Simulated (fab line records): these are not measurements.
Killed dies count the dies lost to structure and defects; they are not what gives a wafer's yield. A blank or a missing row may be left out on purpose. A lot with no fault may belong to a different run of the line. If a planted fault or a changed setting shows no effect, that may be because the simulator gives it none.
The tool behind it: which one? + flow nand_harc + 13 lots with 39 wafers sampled at 6 steps, on a route of 1302 steps

## WHAT EACH GAUGE READ, for each wafer
NHARC_A_ONON_D2_THK_MEAS_08: measures by ellipsometry.
| lot  | measured     | on            | thk_nm (nm)    |
|------|--------------|---------------|----------------|
| L309 | day 12 11:15 | film_metro-02 | 1006 1004 1005 |
| L308 | day 12 11:36 | film_metro-01 | 1003 1002 1004 |
| L310 | day 13 01:24 | film_metro-02 | 996 998 996    |
| L311 | day 13 22:44 | film_metro-02 | 996 995 997    |
| L313 | day 14 14:18 | film_metro-01 | 986 987 987    |
| L322 | day 18 12:20 | film_metro-02 | 1012 1012 1012 |
| L325 | day 19 09:02 | film_metro-01 | 1001 999 998   |
| L324 | day 19 09:02 | film_metro-01 | 985 985 984    |
| L326 | day 19 18:56 | film_metro-02 | 1000 1001 1000 |
| L327 | day 20 04:54 | film_metro-01 | 1006 1005 1005 |
| L329 | day 21 10:33 | film_metro-01 | 1011 1011 1012 |
| L331 | day 21 22:00 | film_metro-01 | 993 993 993    |
| L330 | day 21 22:11 | film_metro-01 | 1009 1010 1011 |

NHARC_A_ONON_D2_THK_MEAS_21: measures by ellipsometry.
| lot  | measured     | on            | thk_nm (nm)    |
|------|--------------|---------------|----------------|
| L309 | day 12 18:57 | film_metro-01 | 999 996 994    |
| L308 | day 12 19:17 | film_metro-02 | 1009 1010 1007 |
| L310 | day 13 10:55 | film_metro-01 | 1031 1033 1032 |
| L311 | day 14 08:32 | film_metro-02 | 1001 999 1001  |
| L313 | day 15 02:46 | film_metro-01 | 1014 1011 1012 |
| L322 | day 18 21:22 | film_metro-02 | 1862 1861 998  |
| L325 | day 19 19:17 | film_metro-02 | 1000 1000 1001 |
| L324 | day 19 19:14 | film_metro-01 | 1859 1857 996  |
| L326 | day 20 04:46 | film_metro-01 | 1006 1007 1009 |
| L327 | day 20 16:04 | film_metro-02 | 1005 1006 1004 |
| L329 | day 21 22:25 | film_metro-01 | 993 993 993    |
| L331 | day 22 07:26 | film_metro-01 | 1002 1001 1003 |
| L330 | day 22 07:25 | film_metro-01 | 992 991 992    |

NHARC_A_ONON_D2_INSPECT_32.
| lot  | measured     | on                | raw_defect_count |
|------|--------------|-------------------|------------------|
| L309 | day 12 21:20 | defect_inspect-01 | 220 233 277      |
| L308 | day 12 21:32 | defect_inspect-02 | 358 347 278      |
| L310 | day 13 13:09 | defect_inspect-01 | 461 463 552      |
| L311 | day 14 10:46 | defect_inspect-02 | 469 228 320      |
| L313 | day 15 04:59 | defect_inspect-01 | 276 358 525      |
| L322 | day 19 00:00 | defect_inspect-02 | 678 575 442      |
| L325 | day 19 21:38 | defect_inspect-01 | 608 734 448      |
| L324 | day 19 21:28 | defect_inspect-02 | 388 366 177      |
| L326 | day 20 06:59 | defect_inspect-01 | 274 465 573      |
| L327 | day 20 18:18 | defect_inspect-02 | 441 500 415      |
| L329 | day 22 00:47 | defect_inspect-01 | 290 391 294      |
| L331 | day 22 09:43 | defect_inspect-02 | 301 291 290      |
| L330 | day 22 09:38 | defect_inspect-02 | 367 442 370      |

NHARC_END_SORT_01.
| lot  | measured     | on        | killed_at_array | killed_at_other | killed_at_periphery | killed_dies | killed_open | killed_short |
|------|--------------|-----------|-----------------|-----------------|---------------------|-------------|-------------|--------------|
| L322 | day 30 04:29 | prober-01 | 671 672 89      | 0 1 1           | 6 4 6               | 677 677 96  | 8 4 2       | 3 1 3        |
| L325 | day 31 18:07 | prober-01 | 62 71 60        | 0 0 0           | 5 3 1               | 67 74 61    | 1 4 4       | 1 0 3        |
| L324 | day 31 18:52 | prober-02 | 668 665 54      | 0 0 0           | 9 12 10             | 677 677 64  | 4 4 1       | 1 1 2        |

## TOOL THAT RAN EACH LOT (tool first, then ch and the chambers of the sampled wafers, then the start)
| lot  | NHARC_A_ONON_D2_DEP_19           | NHARC_A_CHANNEL_HOLE_D2_DEP_00 |
|------|----------------------------------|--------------------------------|
| L309 | pecvd_onon-01 ch 0, day 12 18:29 | acl_dep-01 ch 0, day 12 21:44  |
| L308 | pecvd_onon-02 ch 0, day 12 18:47 | acl_dep-02 ch 0, day 12 22:25  |
| L310 | pecvd_onon-01 ch 0, day 13 10:35 | acl_dep-03 ch 0, day 13 14:09  |
| L311 | pecvd_onon-03 ch 0, day 14 08:01 | acl_dep-01 ch 0, day 14 11:50  |
| L313 | pecvd_onon-03 ch 0, day 15 02:16 | acl_dep-03 ch 0, day 15 05:04  |
| L322 | pecvd_onon-03 ch 0, day 18 20:50 | acl_dep-01 ch 0, day 19 03:13  |
| L325 | pecvd_onon-02 ch 0, day 19 18:47 | acl_dep-03 ch 0, day 19 23:36  |
| L324 | pecvd_onon-03 ch 0, day 19 18:47 | acl_dep-01 ch 0, day 19 23:59  |
| L326 | pecvd_onon-02 ch 0, day 20 04:15 | acl_dep-03 ch 0, day 20 07:43  |
| L327 | pecvd_onon-01 ch 0, day 20 15:37 | acl_dep-02 ch 0, day 20 18:41  |
| L329 | pecvd_onon-02 ch 0, day 21 22:02 | acl_dep-01 ch 0, day 22 04:22  |
| L331 | pecvd_onon-01 ch 0, day 22 06:58 | acl_dep-02 ch 0, day 22 10:30  |
| L330 | pecvd_onon-03 ch 0, day 22 06:58 | acl_dep-01 ch 0, day 22 10:01  |
- NHARC_A_ONON_D2_DEP_19: target thk 1000 nm.
- NHARC_A_CHANNEL_HOLE_D2_DEP_00: deposits aC, target thk 3100 nm.

## WHAT THE TOOLS THEMSELVES READ (means of the sampled wafers that have a number; where no wafer has one, the mark that the record gives instead)
NHARC_A_ONON_D2_DEP_19.
| lot  | tool          | susceptor_temp_C (C) |
|------|---------------|----------------------|
| L309 | pecvd_onon-01 | 400.09               |
| L308 | pecvd_onon-02 | 400.04               |
| L310 | pecvd_onon-01 | 399.99               |
| L311 | pecvd_onon-03 | 399.90               |
| L313 | pecvd_onon-03 | 400.15               |
| L322 | pecvd_onon-03 | 399.99               |
| L325 | pecvd_onon-02 | 399.92               |
| L324 | pecvd_onon-03 | 400.43               |
| L326 | pecvd_onon-02 | 399.83               |
| L327 | pecvd_onon-01 | 400.28               |
| L329 | pecvd_onon-02 | 400.33               |
| L331 | pecvd_onon-01 | 399.82               |
| L330 | pecvd_onon-03 | 399.96               |

NHARC_A_CHANNEL_HOLE_D2_DEP_00.
| lot  | tool       | susceptor_temp_C (C) | throttle_valve_pct (%) |
|------|------------|----------------------|------------------------|
| L309 | acl_dep-01 | 399.99               | 34.996                 |
| L308 | acl_dep-02 | 399.67               | 34.992                 |
| L310 | acl_dep-03 | -                    | 34.997                 |
| L311 | acl_dep-01 | 400.35               | 34.999                 |
| L313 | acl_dep-03 | 400.03               | 35.005                 |
| L322 | acl_dep-01 | -                    | 34.989                 |
| L325 | acl_dep-03 | -                    | 34.990                 |
| L324 | acl_dep-01 | 400.14               | 35.006                 |
| L326 | acl_dep-03 | 400.28               | 35.002                 |
| L327 | acl_dep-02 | 399.70               | 35.008                 |
| L329 | acl_dep-01 | 400.00               | 35.001                 |
| L331 | acl_dep-02 | -                    | 34.993                 |
| L330 | acl_dep-01 | 399.81               | 34.997                 |

## THE ANSWER, worked out from the rows above alone
Rule: usual is defined by the lots themselves. The widest of any qualifying gaps counts: lots, ordered by their means at a reading, are off when they make up no more than a third of the lots, leave a main group of 4 or more, and stand apart from it by 3 or more times the standard deviation of that group's means. The tables above print the reading to a certain number of digits; a main group whose means all agree to those digits is not used. A lot without any number at a reading at which 4 lots or more have one is off too. Any other lot the step has rows for is counted as sound. After the gauges, taken in route order, come the tools' own readings; for these a lot's mean is taken, as printed above. The first step at which some lot is off is used, and at that step the reading that is off furthest; a lot without a number counts as furthest.
Off, at NHARC_A_ONON_D2_THK_MEAS_21 on thk_nm: L322, L324. Main group: mean 1004 nm, sd 11.
A tool fits if, at a process step before that reading, it ran every lot that is off, and no sound lot after the first of them. Those tools and the gauges at NHARC_A_ONON_D2_THK_MEAS_21 are tried in the same way. Not one of the candidates tried fits.

## WHAT HAD BEEN PUT IN BY THE SIMULATOR
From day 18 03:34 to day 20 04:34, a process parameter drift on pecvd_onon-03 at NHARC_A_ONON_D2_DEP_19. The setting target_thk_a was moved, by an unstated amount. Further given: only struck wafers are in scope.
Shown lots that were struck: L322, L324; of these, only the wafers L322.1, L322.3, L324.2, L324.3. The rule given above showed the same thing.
